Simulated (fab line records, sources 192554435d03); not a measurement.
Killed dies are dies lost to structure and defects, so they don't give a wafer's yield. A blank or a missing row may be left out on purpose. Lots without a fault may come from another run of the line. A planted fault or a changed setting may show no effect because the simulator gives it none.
Chamber matching | flow n5_finfet | N5_BEOL_M12_ETCH_59 on rie_diel-03: 4 sister chambers
The step etches BARC in N2/H2, target depth 89 nm, overetch 26.7 nm, time 67.9 s. 8 wafers are shown with their chamber, then 7 later ones without.

WAFERS WITH THEIR CHAMBER
wafer  | chamber | showerhead_plenum_p_Torr (Torr) | drypump_motor_current_A (A)
L082.1 | 1       | 2.44                            | 4.8
L082.3 | 0       | 2.61                            | 6.2
L082.6 | 2       | 2.40                            | 5.7
L085.1 | 3       | 2.57                            | 5.8
L085.4 | 1       | 2.44                            | 4.8
L085.5 | 2       | 2.39                            | 5.8
L088.1 | 0       | 2.61                            | 6.3
L088.2 | 3       | 2.56                            | 5.8

WAFERS WITHOUT THEIR CHAMBER
wafer  | showerhead_plenum_p_Torr (Torr) | drypump_motor_current_A (A)
L088.4 | 2.56                            | 5.8
L093.4 | 2.43                            | 4.9
L093.5 | 2.43                            | 4.8
L093.6 | 2.61                            | 6.3
L096.1 | 2.56                            | 5.8
L096.2 | 2.71                            | 5.8
L096.6 | 2.71                            | 5.8

WHICH CHAMBER EACH WENT THROUGH
wafer  | from the rows above | in truth
L088.4 | 3                   | 3
L093.4 | 1                   | 1
L093.5 | 1                   | 1
L093.6 | 0                   | 0
L096.1 | 3                   | 3
L096.2 | 0                   | 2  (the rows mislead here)
L096.6 | 0                   | 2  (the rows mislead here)
Placed correctly: 5 of 7. Can't be placed from these rows: 0. Placed wrongly: 2.
How it was worked out, from the rows above alone: a wafer's distance from a chamber is the root of the sum, over the readings, of the square of ((its reading less the chamber's mean) divided by the reading's scatter). The wafer belongs to the nearest chamber; if the next one is less than 2 further off, it can't be placed. A chamber's mean is the mean of its shown wafers. The scatter: the root of (the sum of the squares of (reading less its chamber's mean) over the shown wafers, divided by (wafers less chambers)).
